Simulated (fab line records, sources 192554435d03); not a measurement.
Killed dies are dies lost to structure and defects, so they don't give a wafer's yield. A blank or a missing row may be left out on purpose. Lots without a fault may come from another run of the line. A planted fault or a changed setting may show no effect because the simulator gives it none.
fab line records | flow n5_finfet
record lots=5 wafers=15 last_day=16
route steps=1938 shown PASSIVATION@1898
lots that met no fault: from a run of the same line without faults
start_h: hours from the record's first day to the start of the lot's first wafer shown | wait_h: hours since the lot's step before | " the same as in the row above | L1.1+2: a row that stands for several wafers | - no value, or no start given | * or withheld: withheld | < > ~ a bound
route shown NAME@n: a module of which the file shows steps, and the number in the route of the first | usual: mean/standard deviation of fault-free wafers | same: alike in all rows | chamber/n: place in a boat | sites: the reading at each site | _std_site: their standard deviation | _edge_site: outer sites' mean less inner sites' | radius_mm: how far each site lies from the wafer's centre | mask NAME#n: copy n | behind: the tool/chamber that last shaped the wafer | hold: why the lot was held/for how many hours/how that ended | device: the transistor (n, p or np) that didn't switch | end of line: the same wafers' tests at the end of the route | a step without rows: its recipe alone | killed: dies lost to structure and defects at the first sort, not the wafer's yield | map: a wafer's dies, x killed, . not, _ none there
set.NAME: the setting as run; set.NAME@STEP: as run at that earlier step | model.NAME: the simulator's own value behind a step, which no gauge read
lots at some steps of the route; a table a step, a row a wafer
services: from which hour (start_h, from the record's first day; less than 0 if before it) a tool's chamber was out of use, for how many hours, and why
## steps
# step N5_PASSIVATION_COAT_24
# recipe spin_rpm=3000 resist_thk_nm=withheld
# columns lot.wafer tool chamber start_h wait_h
L074.1+5+6 litho_track-01 0 - -
L076.1+4+6 litho_track-01 0 - -
L083.1+4+5 litho_track-03 0 - -
L086.1+2+3 litho_track-01 0 - -
L087.1+3+6 litho_track-01 0 - -
# step N5_PASSIVATION_EBR_26
# recipe solvent=PGMEA ebr_width_mm=1.5
# columns lot.wafer tool chamber start_h wait_h
L074.1+5+6 litho_track-01 0 - -
L076.1+4+6 litho_track-01 0 - -
L083.1+4+5 litho_track-03 0 - -
L086.1+2+3 litho_track-01 0 - -
L087.1+3+6 litho_track-01 0 - -
# step N5_PASSIVATION_SOFTBAKE_25
# recipe temp_c=100 time_s=90
# same time_s=90
# columns lot.wafer tool chamber start_h wait_h
L074.1+5+6 litho_track-01 0 - -
L076.1+4+6 litho_track-01 0 - -
L083.1+4+5 litho_track-03 0 - -
L086.1+2+3 litho_track-01 0 - -
L087.1+3+6 litho_track-01 0 - -
# step N5_PASSIVATION_EXPOSE_27
# recipe mask_id=PAD na=0.55 source_shape=conventional sigma_outer=0.8 polarization=unpolarized defocus_nm=0 dose_mj=32.3
# columns lot.wafer tool chamber start_h wait_h mask
L074.1+5+6 krf_scanner-02 0 261.10 - PAD#0
L076.1+4+6 krf_scanner-01 0 268.90 - PAD#0
L083.1+4+5 krf_scanner-01 0 323.17 - PAD#0
L086.1+2+3 krf_scanner-02 0 352.71 - PAD#0
L087.1+3+6 krf_scanner-01 0 366.78 - PAD#0
# step N5_PASSIVATION_PEB_28
# recipe peb_temp_c=withheld peb_time_s=*
# columns lot.wafer tool chamber start_h wait_h
L074.1+5+6 litho_track-01 0 261.15 0.1
L076.1+4+6 litho_track-03 0 268.95 0.1
L083.1+4+5 litho_track-04 0 323.23 0.1
L086.1+2+3 litho_track-04 0 352.77 0.1
L087.1+3+6 litho_track-03 0 366.84 0.1
# step N5_PASSIVATION_DEVELOP_29
# recipe develop_time_s=60 rinse_liquid=diw dry=air_spin dev_temp_c=21
# columns lot.wafer tool chamber start_h wait_h
L074.1+5+6 litho_track-01 0 - -
L076.1+4+6 litho_track-03 0 - -
L083.1+4+5 litho_track-04 0 - -
L086.1+2+3 litho_track-04 0 - -
L087.1+3+6 litho_track-03 0 - -
# step N5_PASSIVATION_HARDBAKE_31
# recipe temp_c=130 time_s=120
# same time_s=120
# columns lot.wafer tool chamber start_h wait_h
L074.1+5+6 litho_track-01 0 - -
L076.1+4+6 litho_track-03 0 - -
L083.1+4+5 litho_track-04 0 - -
L086.1+2+3 litho_track-04 0 - -
L087.1+3+6 litho_track-03 0 - -
# step N5_PASSIVATION_CD_MEAS_30
# recipe target_cd_nm=4000 landing_energy_ev=500 detector=se_inlens polarity=opening
# usual cd_nm=4000.2/1.3
# columns lot.wafer tool chamber start_h wait_h cd_nm
L074.1 cd_sem-01 0 261.27 - 3999.4
L074.5 " 0 " " 3999.0
L074.6 " 0 " " 3999.7
L076.1 cd_sem-01 0 269.07 - 4002.4
L076.4 " 0 " " 4001.8
L076.6 " 0 " " 4002.0
L083.1 cd_sem-03 0 323.35 - 4001.1
L083.4 " 0 " " 3999.4
L083.5 " 0 " " 4001.9
L086.1 cd_sem-03 0 352.89 - 4000.4
L086.2 " 0 " " 4000.2
L086.3 " 0 " " 4001.2
L087.1 cd_sem-03 0 366.96 - 4000.2
L087.3 " 0 " " 3999.2
L087.6 " 0 " " 3999.9
# step N5_PASSIVATION_OVL_MEAS_63
# recipe points_per_wafer=44
# usual PAD_OVL=-4/5.3
# same points_per_wafer=44
# columns lot.wafer tool chamber start_h wait_h PAD_OVL[nm]
L074.1 overlay-01 0 261.30 0.0 -5
L074.5 " 0 " " -6
L074.6 " 0 " " -4
L076.1 overlay-02 0 269.10 0.0 -4
L076.4 " 0 " " 3
L076.6 " 0 " " -2
L083.1 overlay-02 0 323.38 0.0 0
L083.4 " 0 " " 0
L083.5 " 0 " " -7
L086.1 overlay-01 0 352.92 0.0 -11
L086.2 " 0 " " -2
L086.3 " 0 " " 1
L087.1 overlay-02 0 366.99 0.0 -18
L087.3 " 0 " " -10
L087.6 " 0 " " -5
# step N5_PASSIVATION_INSPECT_64
# recipe mode=adi inspect_instrument=macro
# usual raw_defect_count=2.1/1.5
# columns lot.wafer tool chamber start_h wait_h raw_defect_count
L074.1 defect_inspect-01 - 261.33 0.0 0
L074.5 " - " " 3
L074.6 " - " " 1
L076.1 defect_inspect-01 - 269.13 0.0 1
L076.4 " - " " 1
L076.6 " - " " 1
L083.1 defect_inspect-01 - 323.40 0.0 4
L083.4 " - " " 1
L083.5 " - " " 2
L086.1 defect_inspect-01 - 352.94 0.0 4
L086.2 " - " " 3
L086.3 " - " " 0
L087.1 defect_inspect-01 - 367.01 0.0 2
L087.3 " - " " 1
L087.6 " - " " 1
# step N5_PASSIVATION_DESCUM_32
# recipe chemistry=O2 time_s=7.9 source_power_w=50 bias_power_w=20 pressure_mtorr=20 rf_frequency_hz=2.712e+07 temp_c=40 o2_flow_sccm=225
# usual drypump_motor_current_A=5.5/0.37 oes_product_au=0.79/0.076 rf_vpp_V=243.3/1.2 showerhead_plenum_p_Torr=2.10/0.055 temp_c=39.99/0.12 throttle_valve_pct=20.45/0.15
# same time_s=7.9
# columns lot.wafer tool chamber start_h wait_h drypump_motor_current_A oes_product_au rf_hours_counter_h rf_vpp_V showerhead_plenum_p_Torr temp_c throttle_valve_pct
L074.1 rie_diel-01 3 261.40 0.1 5.7 0.85 65 242.0 2.04 39.78 20.30
L074.5 " 3 " " 5.7 0.86 - 242.5 2.04 39.91 20.29
L074.6 " 2 " " 6.0 0.84 - 245.1 2.22 40.08 20.30
L076.1 rie_diel-02 1 269.18 0.1 4.7 0.79 125 242.3 2.10 40.16 20.68
L076.4 " 2 " " 5.5 0.71 - 241.5 2.08 39.85 20.44
L076.6 " 1 " " 4.7 0.80 - 242.9 2.10 39.88 20.68
L083.1 rie_diel-04 1 323.44 0.0 5.4 0.84 78 241.3 2.03 40.11 20.45
L083.4 " 0 " " 5.8 0.94 16 242.1 2.06 40.04 20.28
L083.5 " 1 " " 5.4 0.84 - 242.6 2.03 40.02 20.43
L086.1 rie_diel-02 0 353.14 0.2 5.7 0.89 30 243.9 2.14 40.01 20.57
L086.2 " 3 " " 5.1 0.68 240 242.6 2.14 40.16 20.42
L086.3 " 2 " " 5.5 0.68 239 243.1 2.07 39.81 20.48
L087.1 rie_diel-04 0 367.05 0.0 5.8 0.91 31 242.0 2.05 40.04 20.28
L087.3 " 3 " " 5.6 0.79 118 243.9 2.11 39.95 20.54
L087.6 " 0 " " 5.8 0.91 - 241.2 2.05 40.01 20.30
# step N5_PASSIVATION_AL_ETCH_33
# recipe chemistry=Cl2/BCl3 target_depth_a=28000 over_etch_frac=0.15 Cl2_flow_sccm=180 bcl3_flow_sccm=60 target=Al stop_on=TaN time_s=466.7 ion_energy_ev=100 pressure_mtorr=10 icp_w=900 bias_w=100
# usual drypump_motor_current_A=5.7/0.4 oes_product_au=0.69/0.048 throttle_valve_pct=34.21/0.18
# same time_s=466.7
# columns lot.wafer tool chamber start_h wait_h drypump_motor_current_A oes_product_au rf_hours_counter_h throttle_valve_pct
L074.1 rie_metal-03 0 261.49 0.1 5.6 0.65 67 34.04
L074.5 " 1 " " 6.5 0.78 - 34.49
L074.6 " 0 " " 5.6 0.64 - 34.05
L076.1 rie_metal-01 1 269.27 0.1 5.3 0.73 32 34.21
L076.4 " 0 " " 5.3 0.76 - 34.36
L076.6 " 1 " " 5.3 0.74 - 34.18
L083.1 rie_metal-02 1 323.53 0.1 6.2 0.63 65 34.19
L083.4 " 0 " " 5.6 0.67 - 33.93
L083.5 " 0 " " 5.6 0.68 - 33.93
L086.1 rie_metal-02 1 353.22 0.1 6.2 0.62 68 34.24
L086.2 " 0 " " 5.6 0.66 58 33.95
L086.3 " 0 " " 5.7 0.66 - 33.96
L087.1 rie_metal-01 1 367.13 0.1 5.3 0.71 40 34.25
L087.3 " 0 " " 5.3 0.73 - 34.39
L087.6 " 1 " " 5.2 0.71 - 34.23
# step N5_PASSIVATION_ETCH_59
# recipe chemistry=Cl2/BCl3 target=TaN target_depth_a=650 time_s=34.9 ion_energy_ev=100 pressure_mtorr=10 icp_w=900 bias_w=100 Cl2_flow_sccm=60 bcl3_flow_sccm=30
# usual drypump_motor_current_A=5.7/0.4 oes_product_au=0.76/0.056 throttle_valve_pct=21.06/0.099
# same time_s=34.9
# columns lot.wafer tool chamber start_h wait_h drypump_motor_current_A oes_product_au rf_hours_counter_h throttle_valve_pct
L074.1 rie_metal-03 0 261.89 0.3 5.6 0.71 67 20.92
L074.5 " 1 " " 6.5 0.88 - 21.18
L074.6 " 0 " " 5.6 0.72 - 20.93
L076.1 rie_metal-01 1 269.67 0.3 5.3 0.83 33 21.04
L076.4 " 0 " " 5.3 0.85 - 21.10
L076.6 " 1 " " 5.3 0.82 - 21.01
L083.1 rie_metal-02 1 323.93 0.3 6.1 0.70 66 21.13
L083.4 " 0 " " 5.6 0.74 - 20.90
L083.5 " 0 " " 5.6 0.75 - 20.88
L086.1 rie_metal-02 1 353.62 0.3 6.1 0.69 68 21.16
L086.2 " 0 " " 5.6 0.73 59 20.93
L086.3 " 0 " " 5.6 0.72 - 20.94
L087.1 rie_metal-01 1 367.53 0.3 5.3 0.80 40 21.04
L087.3 " 0 " " 5.3 0.82 - 21.10
L087.6 " 1 " " 5.3 0.80 - 21.04
# step N5_PASSIVATION_STRIP_34
# recipe chemistry=O2 power_w=600 temp_c=60 pressure_mtorr=30 rf_frequency_hz=6e+07 bias_power_w=0 overash_fraction=2 o2_flow_sccm=225
# usual drypump_motor_current_A=5.5/0.35 oes_product_au=0.81/0.077 rf_vpp_V=3.8/1.6 showerhead_plenum_p_Torr=2.11/0.057 temp_c=59.98/0.11 throttle_valve_pct=16.66/0.16
# columns lot.wafer tool chamber start_h wait_h drypump_motor_current_A oes_product_au rf_hours_counter_h rf_vpp_V showerhead_plenum_p_Torr temp_c throttle_valve_pct
L074.1 rie_diel-04 0 262.00 0.1 5.8 0.69 249 2.2 2.07 60.01 16.96
L074.5 " 0 " " 5.7 0.70 - 3.2 2.07 59.96 16.91
L074.6 " 1 " " 5.4 0.87 - 4.3 2.05 60.08 16.59
L076.1 rie_diel-01 1 269.89 0.2 5.9 0.67 248 2.7 2.14 59.98 16.75
L076.4 " 0 " " 5.3 0.87 84 4.5 2.20 59.99 16.45
L076.6 " 1 " " 5.9 0.67 - 5.3 2.14 59.85 16.76
L083.1 rie_diel-02 2 324.04 0.1 5.5 0.71 227 5.0 2.08 59.95 16.73
L083.4 " 1 " " 4.7 0.77 147 3.0 2.09 60.03 16.95
L083.5 " 3 " " 5.1 0.70 - 2.4 2.15 59.88 16.73
L086.1 rie_diel-04 3 353.74 0.1 5.6 0.80 113 3.3 2.11 59.93 16.77
L086.2 " 1 " " 5.4 0.82 89 4.9 2.03 60.06 16.67
L086.3 " 0 " " 5.7 0.93 26 4.1 2.06 60.00 16.51
L087.1 rie_diel-02 2 367.66 0.1 5.5 0.69 244 2.4 2.07 60.22 16.76
L087.3 " 0 " " 5.6 0.88 35 1.6 2.14 60.00 16.77
L087.6 " 1 " " 4.6 0.76 - 4.1 2.09 59.99 17.01
# step N5_PASSIVATION_STRIP_51
# recipe chemistry=post_etch_residue_remover time_s=1200 temp_c=72.5
# usual bath_guard_temp_C=72.5/0.57 temp_c=72.50/0.12
# same time_s=1200
# columns lot.wafer tool chamber start_h wait_h bath_guard_temp_C temp_c
L074.1 wet_bench-06 3 262.08 - 72.2 72.64
L074.5 " 0 " " 72.6 72.58
L074.6 " 2 " " 71.0 72.53
L076.1 wet_bench-03 1 269.96 - 72.0 72.54
L076.4 " 3 " " 73.7 72.41
L076.6 " 2 " " 72.4 72.48
L083.1 wet_bench-03 0 324.11 - 72.9 72.64
L083.4 " 5 " " 72.5 72.64
L083.5 " 1 " " 72.1 72.72
L086.1 wet_bench-05 0 353.81 - 72.3 72.50
L086.2 " 4 " " 72.2 72.32
L086.3 " 7 " " 72.2 72.57
L087.1 wet_bench-06 7 367.72 - 72.0 72.36
L087.3 " 4 " " 72.2 72.51
L087.6 " 0 " " 73.3 72.27
# step N5_PASSIVATION_CLEAN_69
# recipe chemistry=IPA time_s=180 temp_c=25
# usual temp_c=25.00/0.1
# same time_s=180
# columns lot.wafer tool chamber start_h wait_h temp_c
L074.1 wet_bench-06 3 262.41 0.0 24.96
L074.5 " 0 " " 24.93
L074.6 " 2 " " 24.99
L076.1 wet_bench-03 1 270.29 0.0 25.06
L076.4 " 3 " " 25.09
L076.6 " 2 " " 25.09
L083.1 wet_bench-03 0 324.44 0.0 25.21
L083.4 " 5 " " 25.11
L083.5 " 1 " " 25.09
L086.1 wet_bench-05 0 354.14 0.0 25.04
L086.2 " 4 " " 24.95
L086.3 " 7 " " 25.19
L087.1 wet_bench-06 7 368.06 0.0 25.17
L087.3 " 4 " " 24.99
L087.6 " 0 " " 24.95
# step N5_PASSIVATION_SRD_70
# recipe dry=ipa_marangoni time_s=30 temp_c=23 rinse_liquid=diw
# usual temp_c=22.99/0.1
# same time_s=30
# columns lot.wafer tool chamber start_h wait_h temp_c
L074.1 wet_bench-06 3 262.46 0.0 22.94
L074.5 " 0 " " 23.16
L074.6 " 2 " " 23.11
L076.1 wet_bench-03 1 270.35 0.0 22.93
L076.4 " 3 " " 22.97
L076.6 " 2 " " 23.01
L083.1 wet_bench-03 0 324.50 0.0 22.80
L083.4 " 5 " " 22.88
L083.5 " 1 " " 22.96
L086.1 wet_bench-05 0 354.19 0.0 22.93
L086.2 " 4 " " 22.84
L086.3 " 7 " " 23.21
L087.1 wet_bench-06 7 368.11 0.0 22.93
L087.3 " 4 " " 22.83
L087.6 " 0 " " 23.04
# step N5_PASSIVATION_PECVD_53
# recipe material=SiO2 target_thk_a=8000 temp_c=400 precursor=TEOS/O2 pressure_torr=6.5 rf_w=withheld teos_flow_sccm=withheld gas=O2 flow_sccm=2650 time_s=169.4
# usual susceptor_temp_C=399.97/0.23
# same time_s=169.4
# columns lot.wafer tool chamber start_h wait_h susceptor_temp_C
L074.1 pecvd-03 2 262.51 0.0 400.10
L074.5 " 0 " " 400.09
L074.6 " 1 " " 399.36
L076.1 pecvd-03 2 270.40 0.0 400.00
L076.4 " 1 " " 400.20
L076.6 " 2 " " 399.74
L083.1 pecvd-01 1 324.55 0.0 399.95
L083.4 " 0 " " 400.30
L083.5 " 1 " " 399.75
L086.1 pecvd-03 1 354.24 0.0 400.15
L086.2 " 0 " " 399.81
L086.3 " 2 " " 399.76
L087.1 pecvd-01 2 368.16 0.0 399.74
L087.3 " 0 " " 399.87
L087.6 " 0 " " 400.08
# step N5_PASSIVATION_PECVD_35
# recipe material=SiNx target_thk_a=7000 temp_c=400 precursor=SiH4/NH3/N2 pressure_torr=4.9 rf_w=1406 time_s=151.3
# usual heater_power_w=338/110 showerhead_plenum_p_Torr=8.66/0.042 susceptor_temp_C=400.01/0.24 throttle_valve_pct=29.4/1.3
# same time_s=151.3
# columns lot.wafer tool chamber start_h wait_h heater_power_w showerhead_plenum_p_Torr susceptor_temp_C throttle_valve_pct
L074.1 pecvd-03 2 262.62 0.1 594 8.67 399.99 28.4
L074.5 " 0 " " 313 8.65 400.30 32.6
L074.6 " 1 " " 446 8.65 399.83 30.1
L076.1 pecvd-03 2 270.51 0.1 461 8.69 399.85 28.4
L076.4 " 1 " " 331 8.71 399.99 30.2
L076.6 " 2 " " 545 8.67 399.81 28.4
L083.1 pecvd-01 1 324.66 0.1 282 8.69 399.61 29.8
L083.4 " 0 " " 358 8.60 400.09 27.5
L083.5 " 1 " " 312 8.65 400.13 30.0
L086.1 pecvd-03 1 354.35 0.1 395 8.71 400.45 30.2
L086.2 " 0 " " 293 8.63 399.81 32.2
L086.3 " 2 " " 561 8.66 400.20 28.3
L087.1 pecvd-01 2 368.27 0.1 287 8.67 400.18 29.6
L087.3 " 0 " " 276 8.60 400.39 27.4
L087.6 " 0 " " 319 8.58 400.04 27.6
# step N5_PASSIVATION_HMDS_37
# recipe time_s=60 temp_c=120
# same time_s=60
# columns lot.wafer tool chamber start_h wait_h
L074.1+5+6 litho_track-04 0 262.76 0.1
L076.1+4+6 litho_track-01 0 270.64 0.1
L083.1+4+5 litho_track-04 0 324.79 0.1
L086.1+2+3 litho_track-03 0 354.49 0.1
L087.1+3+6 litho_track-04 0 368.40 0.1
# step N5_PASSIVATION_COAT_38
# recipe spin_rpm=3000 resist_thk_nm=withheld
# columns lot.wafer tool chamber start_h wait_h
L074.1+5+6 litho_track-04 0 - -
L076.1+4+6 litho_track-01 0 - -
L083.1+4+5 litho_track-04 0 - -
L086.1+2+3 litho_track-03 0 - -
L087.1+3+6 litho_track-04 0 - -
# step N5_PASSIVATION_EBR_40
# recipe solvent=PGMEA ebr_width_mm=1.5
# columns lot.wafer tool chamber start_h wait_h
L074.1+5+6 litho_track-04 0 - -
L076.1+4+6 litho_track-01 0 - -
L083.1+4+5 litho_track-04 0 - -
L086.1+2+3 litho_track-03 0 - -
L087.1+3+6 litho_track-04 0 - -
# step N5_PASSIVATION_SOFTBAKE_39
# recipe temp_c=110 time_s=120
# same time_s=120
# columns lot.wafer tool chamber start_h wait_h
L074.1+5+6 litho_track-04 0 - -
L076.1+4+6 litho_track-01 0 - -
L083.1+4+5 litho_track-04 0 - -
L086.1+2+3 litho_track-03 0 - -
L087.1+3+6 litho_track-04 0 - -
# step N5_PASSIVATION_EXPOSE_41
# recipe mask_id=PASS_OPEN na=0.55 defocus_nm=0 source_shape=conventional sigma_outer=0.8 polarization=unpolarized target_cd_nm=40000 dose_mj=57.25
# columns lot.wafer tool chamber start_h wait_h mask
L074.1+5+6 krf_scanner-01 0 263.00 - PASS_OPEN#0
L076.1+4+6 krf_scanner-01 0 270.76 - PASS_OPEN#0
L083.1+4+5 krf_scanner-01 0 324.91 - PASS_OPEN#0
L086.1+2+3 krf_scanner-01 0 354.61 - PASS_OPEN#0
L087.1+3+6 krf_scanner-02 0 368.64 - PASS_OPEN#0
# step N5_PASSIVATION_PEB_42
# recipe peb_temp_c=withheld peb_time_s=*
# columns lot.wafer tool chamber start_h wait_h
L074.1+5+6 litho_track-03 0 263.06 0.1
L076.1+4+6 litho_track-03 0 270.82 0.1
L083.1+4+5 litho_track-01 0 324.97 0.1
L086.1+2+3 litho_track-01 0 354.67 0.1
L087.1+3+6 litho_track-01 0 368.71 0.1
# step N5_PASSIVATION_DEVELOP_43
# recipe develop_time_s=60 rinse_liquid=diw dry=air_spin dev_temp_c=21
# columns lot.wafer tool chamber start_h wait_h
L074.1+5+6 litho_track-03 0 - -
L076.1+4+6 litho_track-03 0 - -
L083.1+4+5 litho_track-01 0 - -
L086.1+2+3 litho_track-01 0 - -
L087.1+3+6 litho_track-01 0 - -
# step N5_PASSIVATION_HARDBAKE_45
# recipe temp_c=130 time_s=120
# same time_s=120
# columns lot.wafer tool chamber start_h wait_h
L074.1+5+6 litho_track-03 0 - -
L076.1+4+6 litho_track-03 0 - -
L083.1+4+5 litho_track-01 0 - -
L086.1+2+3 litho_track-01 0 - -
L087.1+3+6 litho_track-01 0 - -
# step N5_PASSIVATION_CD_MEAS_44
# recipe target_cd_nm=40000 landing_energy_ev=500 detector=se_inlens
# usual cd_nm=40000/2.8
# columns lot.wafer tool chamber start_h wait_h cd_nm
L074.1 cd_sem-02 0 263.18 - 40001
L074.5 " 0 " " 39998
L074.6 " 0 " " 40000
L076.1 cd_sem-03 0 270.94 - 39999
L076.4 " 0 " " 39999
L076.6 " 0 " " 39998
L083.1 cd_sem-02 0 325.09 - 39993
L083.4 " 0 " " 39994
L083.5 " 0 " " 39993
L086.1 cd_sem-03 0 354.79 - 40001
L086.2 " 0 " " 40000
L086.3 " 0 " " 39999
L087.1 cd_sem-02 0 368.82 - 39999
L087.3 " 0 " " 39997
L087.6 " 0 " " 39999
# step N5_PASSIVATION_OVL_MEAS_66
# recipe points_per_wafer=44
# usual PASS_OPEN_OVL=-3/5.3
# same points_per_wafer=44
# columns lot.wafer tool chamber start_h wait_h PASS_OPEN_OVL[nm]
L074.1 overlay-01 0 263.21 0.0 8
L074.5 " 0 " " -3
L074.6 " 0 " " 3
L076.1 overlay-02 0 270.97 0.0 -3
L076.4 " 0 " " -2
L076.6 " 0 " " 1
L083.1 overlay-01 0 325.12 0.0 2
L083.4 " 0 " " 1
L083.5 " 0 " " -2
L086.1 overlay-01 0 354.82 0.0 4
L086.2 " 0 " " 7
L086.3 " 0 " " 2
L087.1 overlay-02 0 368.85 0.0 2
L087.3 " 0 " " 4
L087.6 " 0 " " 0
# step N5_PASSIVATION_INSPECT_67
# recipe mode=adi inspect_instrument=macro
# usual raw_defect_count=2.0/1.4
# columns lot.wafer tool chamber start_h wait_h raw_defect_count
L074.1 defect_inspect-02 - 263.23 0.0 2
L074.5 " - " " 4
L074.6 " - " " 2
L076.1 defect_inspect-02 - 270.99 0.0 3
L076.4 " - " " 1
L076.6 " - " " 0
L083.1 defect_inspect-01 - 325.14 0.0 0
L083.4 " - " " 3
L083.5 " - " " 0
L086.1 defect_inspect-02 - 354.84 0.0 3
L086.2 " - " " 5
L086.3 " - " " 1
L087.1 defect_inspect-02 - 368.88 0.0 1
L087.3 " - " " 0
L087.6 " - " " 2
# step N5_PASSIVATION_DESCUM_46
# recipe chemistry=O2 time_s=7.9 source_power_w=50 bias_power_w=20 pressure_mtorr=20 rf_frequency_hz=2.712e+07 temp_c=40 o2_flow_sccm=225
# usual drypump_motor_current_A=5.5/0.41 oes_product_au=0.81/0.079 rf_vpp_V=243.4/1.3 showerhead_plenum_p_Torr=2.11/0.058 temp_c=39.98/0.12 throttle_valve_pct=20.42/0.18
# same time_s=7.9
# columns lot.wafer tool chamber start_h wait_h drypump_motor_current_A oes_product_au rf_hours_counter_h rf_vpp_V showerhead_plenum_p_Torr temp_c throttle_valve_pct
L074.1 rie_diel-01 2 263.27 0.0 6.1 0.84 75 244.6 2.22 40.05 20.31
L074.5 " 3 " " 5.7 0.85 - 242.5 2.04 39.77 20.30
L074.6 " 1 " " 5.9 0.67 - 243.5 2.14 40.04 20.46
L076.1 rie_diel-01 1 271.26 0.3 5.9 0.66 248 244.6 2.14 39.94 20.48
L076.4 " 2 " " 6.1 0.84 78 244.9 2.22 39.92 20.32
L076.6 " 3 " " 5.7 0.85 - 241.9 2.03 39.99 20.30
L083.1 rie_diel-01 2 325.18 0.0 6.1 0.80 99 244.2 2.21 39.96 20.36
L083.4 " 1 " " 5.9 0.94 9 244.0 2.13 39.62 20.09
L083.5 " 1 " " 5.9 0.94 - 244.9 2.13 39.71 20.10
L086.1 rie_diel-02 2 354.88 0.0 5.5 0.67 240 244.5 2.07 40.16 20.49
L086.2 " 3 " " 5.1 0.68 241 245.1 2.14 39.93 20.41
L086.3 " 0 " " 5.7 0.89 31 243.5 2.14 39.86 20.58
L087.1 rie_diel-04 3 368.91 0.0 5.6 0.79 119 242.0 2.11 40.13 20.55
L087.3 " 1 " " 5.4 0.81 96 243.5 2.03 39.94 20.47
L087.6 " 1 " " 5.4 0.81 - 241.5 2.03 39.91 20.46
# step N5_PASSIVATION_PASS_ETCH_47
# recipe chemistry=CF4/O2 target=SiNx target_depth_a=7700 time_s=385 ion_energy_ev=100 pressure_mtorr=40 source_w=535 bias_w=49 Ar_flow_sccm=100 cf4_flow_sccm=100 O2_flow_sccm=10
# usual O2_flow_sccm=10.00/0.03 drypump_motor_current_A=5.5/0.41 oes_ar_750_au=0.82/0.073 oes_f_703_au=0.82/0.075 oes_product_au=0.82/0.074 rf_vpp_V=241/3.4 showerhead_plenum_p_Torr=2.22/0.057 throttle_valve_pct=15.85/0.19
# same time_s=385
# columns lot.wafer tool chamber start_h wait_h O2_flow_sccm drypump_motor_current_A oes_ar_750_au oes_f_703_au oes_product_au rf_hours_counter_h rf_vpp_V showerhead_plenum_p_Torr throttle_valve_pct
L074.1 rie_diel-01 2 263.30 0.0 9.98 6.1 0.84 0.84 0.84 75 245 2.31 15.64
L074.5 " 3 " " 10.03 5.7 0.85 0.85 0.84 - 238 2.14 15.71
L074.6 " 1 " " 10.01 5.9 0.67 0.67 0.67 - 242 2.26 16.00
L076.1 rie_diel-01 1 271.29 0.0 10.07 5.9 0.67 0.66 0.66 248 242 2.26 16.03
L076.4 " 2 " " 10.04 6.1 0.83 0.84 0.84 79 244 2.31 15.66
L076.6 " 3 " " 10.02 5.7 0.85 0.85 0.84 - 237 2.14 15.73
L083.1 rie_diel-01 2 325.22 0.0 9.97 6.1 0.82 0.81 0.81 99 243 2.31 15.68
L083.4 " 1 " " 10.00 5.9 0.95 0.95 0.95 9 242 2.25 15.54
L083.5 " 1 " " 10.07 5.9 0.95 0.95 0.95 - 242 2.25 15.53
L086.1 rie_diel-02 2 354.91 0.0 9.97 5.5 0.68 0.68 0.69 240 245 2.17 15.92
L086.2 " 3 " " 9.99 5.1 0.70 0.70 0.69 241 241 2.26 15.99
L086.3 " 0 " " 10.05 5.6 0.89 0.90 0.89 31 241 2.24 15.92
L087.1 rie_diel-04 3 368.95 0.0 10.04 5.6 0.78 0.78 0.78 119 239 2.21 15.96
L087.3 " 1 " " 9.98 5.4 0.80 0.81 0.80 96 235 2.14 15.87
L087.6 " 1 " " 9.99 5.4 0.80 0.81 0.81 - 235 2.14 15.89
# step N5_PASSIVATION_ETCH_54
# recipe chemistry=CHF3/O2 target=SiO2 target_depth_a=8800 CHF3_flow_sccm=50 O2_flow_sccm=5 Ar_flow_sccm=200 time_s=440 mask_material=PR pressure_mtorr=30 source_w=650 bias_w=170 ion_energy_ev=200
# usual O2_flow_sccm=5.001/0.015 drypump_motor_current_A=5.5/0.41 oes_ar_750_au=0.82/0.072 oes_f_703_au=0.82/0.075 oes_product_au=0.82/0.074 rf_vpp_V=525/7.4 showerhead_plenum_p_Torr=2.43/0.065 throttle_valve_pct=18.79/0.18
# same time_s=440
# columns lot.wafer tool chamber start_h wait_h O2_flow_sccm drypump_motor_current_A oes_ar_750_au oes_f_703_au oes_product_au rf_hours_counter_h rf_vpp_V showerhead_plenum_p_Torr throttle_valve_pct
L074.1 rie_diel-01 2 263.53 0.1 4.980 6.1 0.84 0.83 0.84 76 533 2.54 18.62
L074.5 " 3 " " 4.997 5.7 0.84 0.84 0.84 - 516 2.34 18.64
L074.6 " 1 " " 4.984 5.9 0.67 0.67 0.67 - 527 2.47 18.93
L076.1 rie_diel-01 1 271.52 0.1 5.020 5.9 0.67 0.67 0.67 248 525 2.47 18.92
L076.4 " 2 " " 5.014 6.1 0.83 0.83 0.84 79 532 2.53 18.61
L076.6 " 3 " " 5.015 5.7 0.84 0.84 0.84 - 518 2.34 18.64
L083.1 rie_diel-01 2 325.44 0.1 4.978 6.1 0.81 0.81 0.82 99 531 2.53 18.64
L083.4 " 1 " " 4.982 5.9 0.94 0.94 0.93 9 526 2.47 18.54
L083.5 " 1 " " 4.982 5.9 0.95 0.94 0.94 - 527 2.47 18.53
L086.1 rie_diel-02 2 355.14 0.1 4.990 5.5 0.68 0.69 0.69 240 534 2.37 18.82
L086.2 " 3 " " 5.002 5.1 0.70 0.70 0.69 241 526 2.48 18.89
L086.3 " 0 " " 4.988 5.7 0.90 0.90 0.89 31 524 2.45 18.87
L087.1 rie_diel-04 3 369.18 0.1 5.014 5.6 0.78 0.78 0.78 119 520 2.42 18.90
L087.3 " 1 " " 5.025 5.4 0.81 0.81 0.81 96 513 2.33 18.78
L087.6 " 1 " " 4.998 5.4 0.81 0.80 0.80 - 514 2.33 18.77
## services
# columns tool chamber start_h hours kind
rie_diel-01 - 238.63 15.6 pm
krf_scanner-02 - 239.64 0.6 repair
rie_diel-02 2 252.28 2.4 repair
rie_metal-02 - 254.16 2.8 pm
pecvd-03 - 258.24 0.9 repair
rie_diel-01 0 259.64 4.1 repair
rie_diel-02 - 260.12 2.8 pm
krf_scanner-02 - 261.91 0.8 pm
pecvd-03 2 284.98 11.5 repair
rie_metal-01 1 285.26 12.6 repair
krf_scanner-01 - 292.83 1.0 pm
rie_metal-01 - 296.14 2.8 pm
krf_scanner-01 - 296.84 4.5 repair
rie_diel-04 - 297.70 2.8 pm
krf_scanner-01 - 307.10 0.8 pm
pecvd-01 - 308.01 1.3 repair
rie_diel-01 - 310.45 2.8 pm
krf_scanner-02 - 315.73 1.3 pm
krf_scanner-01 - 329.61 1.3 pm
pecvd-01 - 330.68 2.8 pm
rie_diel-01 0 331.37 1.3 repair
rie_diel-01 - 334.23 0.9 repair
wet_bench-03 - 336.11 3.2 repair
krf_scanner-01 - 346.28 4.4 pm
## key
fault none
